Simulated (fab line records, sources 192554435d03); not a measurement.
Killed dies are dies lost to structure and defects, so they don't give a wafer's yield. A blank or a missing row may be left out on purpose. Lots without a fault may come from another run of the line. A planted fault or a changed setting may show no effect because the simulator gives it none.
Split-lot experiment | flow n5_finfet | 7 lots, 21 wafers read, on a route of 1938 steps

THE SPLIT
At N5_BEOL_M7_ETCH_41 (etches SiCN in CH3F/O2, target depth 31.9 nm, time 57.8 s), the setting bias_w was moved away from the recipe's 75 W on 7 of the 21 wafers read, by -14.4% to +9.7%. The other wafers ran this setting at the recipe's value.

The reading is taken at the split's own step.

THE READING
rf_vpp_V, in V, at N5_BEOL_M7_ETCH_41 (etches SiCN in CH3F/O2, target depth 31.9 nm, time 57.8 s). Fault-free wafers of this fab line usually give 297.5 V, standard deviation 1.8 V.

wafer  | tool, chamber at the split | bias_w as run, W | against the recipe | rf_vpp_V, V | against lot-mates on the recipe
L074.1 | rie_diel-05, 3             | 75               | recipe             | 298.5       | -
L074.3 | rie_diel-05, 0             | 75               | recipe             | 298.9       | -
L074.6 | rie_diel-05, 3             | 82.26            | +9.7%              | 317.3       | +18.6
L080.2 | rie_diel-05, 1             | 75               | recipe             | 294.6       | -
L080.3 | rie_diel-05, 0             | 75               | recipe             | 299.8       | -
L080.5 | rie_diel-05, 1             | 75               | recipe             | 295.2       | -
L091.3 | rie_diel-05, 2             | 64.17            | -14.4%             | 269.9       | no lot-mate on the recipe
L091.4 | rie_diel-05, 1             | 64.17            | -14.4%             | 267.4       | no lot-mate on the recipe
L091.5 | rie_diel-05, 0             | 64.17            | -14.4%             | 270.9       | no lot-mate on the recipe
L089.2 | rie_diel-05, 1             | 69.08            | -7.9%              | 280.4       | -15.0
L089.4 | rie_diel-05, 0             | 69.08            | -7.9%              | 282.3       | -13.1
L089.6 | rie_diel-05, 2             | 75               | recipe             | 295.4       | -
L092.3 | rie_diel-04, 3             | 75               | recipe             | 299.8       | -
L092.4 | rie_diel-04, 0             | 75               | recipe             | 296.0       | -
L092.6 | rie_diel-04, 0             | 75               | recipe             | 297.3       | -
L093.1 | rie_diel-01, 1             | 75               | recipe             | 296.5       | -
L093.4 | rie_diel-01, 2             | 75               | recipe             | 295.3       | -
L093.5 | rie_diel-01, 3             | 70.12            | -6.5%              | 285.3       | -10.6
L097.1 | rie_diel-04, 0             | 75               | recipe             | 297.0       | -
L097.4 | rie_diel-04, 1             | 75               | recipe             | 299.2       | -
L097.5 | rie_diel-04, 0             | 75               | recipe             | 296.7       | -

THE FIT
A straight line over all 21 wafers: rf_vpp_V changes by +1.95 V for each +1% of bias_w; r = +0.99; the points scatter about the line by 1.7 V.
The same after taking each lot's own level away (the mean of its wafers on the recipe; 18 wafers): +1.81 V for each +1%; r = +0.98; scatter 1.4 V.
On that fit, the largest move of bias_w shifts the reading by 26 V.
The lots' own levels span 295.40 to 298.70 V, that is 1.8 times the standard deviation above.
So the lot-to-lot level changes the slope little: the two slopes agree.
Check: with one of the wafers moved furthest among these (+9.7%) left out of the fit, the line predicts +16.9 V for it against its lot-mates. It came out at +18.6 V against them.
Tool readings at the split's step, against how far the setting was moved: rf_vpp_V r = +0.99.

OTHER SPLITS ON THESE WAFERS
These wafers also went through other splits before the reading. Each is held against what the fit with the lots' levels taken away leaves over:
other split on the same wafers | wafers away from the commonest value | r with rf_vpp_V (lot level and that fit taken away)
N5_BEOL_M7_EXPOSE_08 dose_mj   | 7                                    | +0.06

THE FILE'S OWN FIT
rf_vpp_V changes by +1.81 V for each +1% of bias_w, r = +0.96.
